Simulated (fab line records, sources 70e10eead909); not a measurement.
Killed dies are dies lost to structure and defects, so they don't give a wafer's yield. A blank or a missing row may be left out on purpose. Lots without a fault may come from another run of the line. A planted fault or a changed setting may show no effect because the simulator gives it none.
fab line records | flow nand_harc
record lots=6 wafers=18 last_day=33
route steps=1302 shown A_STAIRCASE@761 END@1302
lots that met no fault: from a run of the same line without faults
start_h: hours from the record's first day to the start of the lot's first wafer shown | wait_h: hours since the lot's step before | " the same as in the row above | L1.1+2: a row that stands for several wafers | - no value, or no start given | * or withheld: withheld | < > ~ a bound
route shown NAME@n: a module of which the file shows steps, and the number in the route of the first | usual: mean/standard deviation of fault-free wafers | same: alike in all rows | chamber/n: place in a boat | sites: the reading at each site | _std_site: their standard deviation | _edge_site: outer sites' mean less inner sites' | radius_mm: how far each site lies from the wafer's centre | mask NAME#n: copy n | behind: the tool/chamber that last shaped the wafer | hold: why the lot was held/for how many hours/how that ended | device: the transistor (n, p or np) that didn't switch | end of line: the same wafers' tests at the end of the route | a step without rows: its recipe alone | killed: dies lost to structure and defects at the first sort, not the wafer's yield | map: a wafer's dies, x killed, . not, _ none there
set.NAME: the setting as run; set.NAME@STEP: as run at that earlier step | model.NAME: the simulator's own value behind a step, which no gauge read
lots at some steps of the route; a table a step, a row a wafer
services: from which hour (start_h, from the record's first day; less than 0 if before it) a tool's chamber was out of use, for how many hours, and why
## steps
# step NHARC_A_STAIRCASE_EXPOSE_247
# recipe na=0.5 dose_mj=25.34 mask_id=SDS_1
# step NHARC_A_STAIRCASE_PEB_248
# recipe peb_temp_c=115 peb_time_s=130
# step NHARC_A_STAIRCASE_DEVELOP_249
# recipe time_s=140
# step NHARC_A_STAIRCASE_HARDBAKE_251
# recipe temp_c=120 time_s=140
# step NHARC_A_STAIRCASE_DESCUM_252
# recipe time_s=3 o2_flow_sccm=200 ar_flow_sccm=0 bias_power_w=0 chemistry=O2
# usual chamber_pressure_mTorr=60.01/0.1 drypump_motor_current_A=5.7/0.46 mfc_ar_sccm=0.014/0.014 oes_product_au=1.001/0.006 rf_vpp_V=57.7/1 showerhead_plenum_p_Torr=1.91/0.1 throttle_valve_pct=11.310/0.011
# columns lot.wafer tool chamber start_h wait_h chamber_pressure_mTorr drypump_motor_current_A mfc_ar_sccm oes_product_au rf_hours_counter_h rf_vpp_V showerhead_plenum_p_Torr throttle_valve_pct
L167.1 rie_diel-12 0 360.25 - 60.06 5.7 0.030 1.005 23 57.0 1.99 11.311
L167.4 " 1 " " 59.92 5.4 0.015 1.006 28 58.4 2.07 11.290
L167.5 " 0 " " 60.05 5.7 0.030 0.997 - 58.5 1.99 11.306
L169.1 rie_diel-11 3 395.59 - 59.96 5.3 0.015 1.000 52 56.2 1.80 11.316
L169.5 " 1 " " 60.00 5.4 0.039 1.006 - 56.6 1.97 11.322
L169.4 " 3 " " 60.01 5.4 0.015 0.992 - 58.3 1.80 11.288
L183.4 rie_diel-11 3 513.72 - 59.97 5.4 0.015 1.005 24 58.9 1.79 11.296
L183.3 " 0 " " 60.11 5.5 0 0.987 21 57.6 1.87 11.305
L183.6 " 3 " " 59.94 5.4 0.015 1.011 - 56.7 1.79 11.308
L182.4 rie_diel-12 3 519.33 - 60.06 6.2 0 1.003 21 57.8 1.86 11.338
L182.3 " 0 " " 60.13 5.7 0.030 1.000 22 57.3 1.98 11.321
L182.2 " 1 " " 60.00 5.4 0.015 0.998 15 58.7 2.05 11.321
L189.3 rie_diel-11 3 594.78 - 59.90 5.4 0.015 1.005 57 55.7 1.78 11.298
L189.1 " 0 " " 59.99 5.5 0 1.000 50 56.0 1.86 11.323
L189.5 " 2 " " 59.99 6.4 0.011 0.999 - 56.9 2.06 11.308
L190.2 rie_diel-12 1 595.56 - 60.01 5.4 0.015 0.995 44 58.2 2.04 11.292
L190.6 " 3 " " 60.04 6.2 0 0.996 - 56.4 1.85 11.320
L190.5 " 0 " " 60.00 5.7 0.030 0.994 - 58.3 1.97 11.304
# step NHARC_A_STAIRCASE_ETCH_253
# recipe target_depth_a=500 time_s=20.2 ion_energy_ev=400 c4f8_flow_sccm=20 o2_flow_sccm=10 ar_flow_sccm=withheld rf_w=600 bias_w=1000 chemistry=C4F8/O2
# usual chamber_pressure_mTorr=25.000/0.023 oes_product_au=0.958/0.018 rf_vpp_V=896/6.4
# columns lot.wafer tool chamber start_h wait_h chamber_pressure_mTorr oes_product_au rf_hours_counter_h rf_vpp_V
L167.4 rie_diel-12 1 360.34 0.1 25.018 0.932 28 905
L167.1 " 3 " " 25.023 0.954 24 894
L167.5 " 0 " " 24.994 0.940 - 902
L169.1 rie_diel-11 2 395.68 0.1 24.981 0.913 48 887
L169.4 " 1 " " 24.978 0.946 - 899
L169.5 " 2 " " 25.034 0.920 - 886
L183.3 rie_diel-11 1 513.81 0.1 25.003 0.998 24 898
L183.4 " 3 " " 25.011 0.975 24 888
L183.6 " 1 " " 24.999 0.986 - 899
L182.2 rie_diel-12 2 519.42 0.1 25.006 0.943 19 888
L182.4 " 3 " " 24.999 0.940 21 893
L182.3 " 1 " " 24.947 0.966 15 904
L189.1 rie_diel-11 1 594.86 0.1 24.982 0.931 53 900
L189.3 " 3 " " 25.004 0.919 57 888
L189.5 " 0 " " 25.013 0.916 - 894
L190.2 rie_diel-12 0 595.64 0.1 25.012 0.951 47 899
L190.6 " 2 " " 25.002 0.960 - 889
L190.5 " 3 " " 25.031 0.945 - 892
# step NHARC_A_STAIRCASE_STRIP_254
# recipe power_w=1500 temp_c=250 chemistry=O2
# usual drypump_motor_current_A=5.3/0.35 heater_power_w=332/22
# columns lot.wafer tool chamber start_h wait_h drypump_motor_current_A heater_power_w rf_hours_counter_h
L167.1 plasma_asher-02 1 360.42 - 5.4 359 24
L167.4 " 0 " " 5.4 326 -
L167.5 " 0 " " 5.4 323 -
L169.1 plasma_asher-02 1 395.77 - 5.4 373 34
L169.4 " 1 " " 5.4 366 -
L169.5 " 0 " " 5.4 329 -
L183.4 plasma_asher-02 1 514.36 - 5.4 355 -
L183.3 " 0 " " 5.3 324 -
L183.6 " 0 " " 5.4 328 -
L182.2 plasma_asher-02 0 519.51 - 5.3 313 16
L182.4 " 0 " " 5.3 317 -
L182.3 " 1 " " 5.4 358 -
L189.1 plasma_asher-01 0 594.95 - 5.7 315 11
L189.3 " 1 " " 4.7 320 -
L189.5 " 0 " " 5.7 310 -
L190.2 plasma_asher-01 0 595.86 - 5.6 320 12
L190.5 " 1 " " 4.6 316 -
L190.6 " 0 " " 5.7 311 -
# step NHARC_A_STAIRCASE_STRIP_255
# recipe time_s=900 temp_c=130 chemistry=SPM
# step NHARC_A_STAIRCASE_PRECLEAN_256
# recipe time_s=* temp_c=50 bath_age_min=0 chemistry=SC1
# step NHARC_A_STAIRCASE_SRD_257
# step NHARC_A_STAIRCASE_HM_DEP_456
# recipe target_thk_a=31000 temp_c=400 material=aC
# usual throttle_valve_pct=34.999/0.0088
# columns lot.wafer tool chamber start_h wait_h throttle_valve_pct
L167.1 acl_dep-01 0 362.26 - 35.003
L167.4 " 0 " " 35.004
L167.5 " 0 " " 34.999
L169.1 acl_dep-03 0 398.53 - 35.005
L169.4 " 0 " " 35.005
L169.5 " 0 " " 35.008
L183.3 acl_dep-02 0 517.87 - 34.984
L183.4 " 0 " " 34.992
L183.6 " 0 " " 34.973
L182.2 acl_dep-01 0 521.43 - 34.990
L182.3 " 0 " " 35.012
L182.4 " 0 " " 35.001
L189.1 acl_dep-03 0 596.88 - 34.995
L189.3 " 0 " " 34.991
L189.5 " 0 " " 34.999
L190.2 acl_dep-02 0 598.00 - 34.998
L190.5 " 0 " " 34.985
L190.6 " 0 " " 34.987
# step NHARC_A_STAIRCASE_DEP_259
# recipe target_thk_a=300 target_thk_nm=30 temp_c=400 pressure_torr=3.5 flow_sccm=200 rf_w=350 material=SiON
# usual chamber_pressure_Torr=3.501/0.0077 heater_power_w=729/78 rf_fwd_power_W=348.6/1.3 showerhead_vpp_V=1162/54
# columns lot.wafer tool chamber start_h wait_h chamber_pressure_Torr heater_power_w rf_fwd_power_W showerhead_vpp_V
L167.1 pecvd-04 0 364.14 1.6 3.502 702 349.6 1086
L167.5 " 0 " " 3.513 709 350.7 1072
L167.4 " 1 " " 3.503 658 347.5 1241
L169.1 pecvd-02 1 400.37 1.5 3.507 799 347.3 1172
L169.5 " 2 " " 3.501 856 350.3 1223
L169.4 " 0 " " 3.498 737 348.6 1133
L183.3 pecvd-02 0 519.19 1.0 3.494 591 489.4 1299
L183.6 " 2 " " 3.511 895 351.2 1220
L183.4 " 0 " " 3.495 610 490.6 1303
L182.2 pecvd-02 0 523.01 1.3 3.500 648 488.7 1326
L182.3 " 1 " " 3.503 729 347.6 1195
L182.4 " 1 " " 3.503 764 347.0 1225
L189.3 pecvd-03 2 598.76 1.0 3.506 773 348.1 1118
L189.1 " 0 " " 3.498 798 347.6 1159
L189.5 " 1 " " 3.503 633 346.6 1198
L190.2 pecvd-04 2 599.60 1.3 3.498 803 349.3 1174
L190.5 " 2 " " 3.501 818 349.5 1164
L190.6 " 0 " " 3.482 741 349.8 1062
# step NHARC_A_STAIRCASE_DEHYDRATE_260
# recipe temp_c=150 time_s=120
# step NHARC_END_SORT_01
# recipe temp_c=25
# usual killed_at_array=55/17 killed_at_other=1.1/1.4 killed_at_periphery=3.9/3 killed_dies=59/17 killed_open=3.5/2 killed_short=2.6/1.6
# same gross_dies=677
# columns lot.wafer tool chamber start_h wait_h killed_at_array killed_at_other killed_at_periphery killed_dies killed_open killed_short
L182.2 prober-02 0 710.78 2.8 55 0 1 56 2 5
L182.3 prober-02 0 711.59 3.1 58 0 3 61 7 4
L182.4 prober-02 0 712.39 3.4 68 0 1 69 6 2
# killed by level:class
L182.2 A_CHANNEL_HOLE_D2:chamber_film_flake=22 A_CHANNEL_HOLE_D1:chamber_film_flake=14 A_CHANNEL_FILL_D1:geometric_particle:short=5 A_SLIT:chamber_film_flake=4 A_DECK1_JOINT:chamber_film_flake=3 A_CONTACT:chamber_film_flake=3 A_WL_FILL:chamber_film_flake=2 P_CONTACT:geometric_particle:open=1
L182.3 A_CHANNEL_HOLE_D2:chamber_film_flake=20 A_CHANNEL_HOLE_D1:chamber_film_flake=16 A_CONTACT:chamber_film_flake=7 A_WL_FILL:chamber_film_flake=4 P_GATE:geometric_particle:open=2 A_CHANNEL_FILL_D2:geometric_particle:short=2 P_M2:geometric_particle:open=1 A_ONON_D1:geometric_particle:short=1
L182.4 A_CHANNEL_HOLE_D2:chamber_film_flake=26 A_CHANNEL_HOLE_D1:chamber_film_flake=23 A_CONTACT:chamber_film_flake=5 A_DECK1_JOINT:chamber_film_flake=3 A_CHANNEL_FILL_D2:geometric_particle:open=2 P_M0:geometric_particle:open=1 A_ONON_D1:geometric_particle:short=1 A_ONON_D1:geometric_particle:open=1
## services
# columns tool chamber start_h hours kind
pecvd-04 - 337.80 1.7 repair
plasma_asher-01 - 355.47 9.0 pm
acl_dep-01 - 370.26 13.0 pm
pecvd-04 2 399.33 13.2 repair
pecvd-02 - 408.18 13.0 pm
plasma_asher-01 - 423.24 13.8 repair
acl_dep-02 - 425.90 13.0 pm
plasma_asher-02 - 426.40 9.0 pm
rie_diel-11 - 434.40 9.0 pm
plasma_asher-02 - 446.19 20.3 repair
rie_diel-12 - 449.15 9.0 pm
pecvd-04 - 450.17 13.0 pm
rie_diel-11 - 463.21 0.6 repair
rie_diel-12 - 471.86 0.6 repair
rie_diel-11 2 480.29 8.2 repair
acl_dep-03 - 484.85 13.0 pm
rie_diel-12 1 495.04 11.0 repair
pecvd-02 - 510.23 2.5 repair
plasma_asher-01 - 510.41 3.6 repair
acl_dep-02 - 527.12 2.5 repair
plasma_asher-01 - 532.47 9.0 pm
acl_dep-01 - 551.26 13.0 pm
plasma_asher-02 - 565.94 0.6 repair
pecvd-02 - 589.18 13.0 pm
## key
first_sign step=NHARC_A_STAIRCASE_DEP_259 reading=rf_fwd_power_W direction=up sigmas=99+ usual=* struck=*
effect step=NHARC_A_STAIRCASE_DEP_259 reading=showerhead_vpp_V direction=up sigmas=2.7 usual=1162 struck=1309
met_at NHARC_A_STAIRCASE_DEP_259
struck_wafers L182.2,L183.3,L183.4
tester_left_out L182,L183
onset_between 400.37 519.19
fault kind=process_parameter_drift tool=pecvd-02 chamber=0 onset_h=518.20 steps=NHARC_A_STAIRCASE_DEP_259 channel=rf_w offset=* shape=step end_h=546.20 acts_in=* stated=*
# tester_left_out: of these lots the tester's yield and bins aren't shown, on N5 and GAA mostly nor the transistor test; their killed dies are dies lost to structure and defects alone, not to doping, threshold or leakage, so they don't give the yield
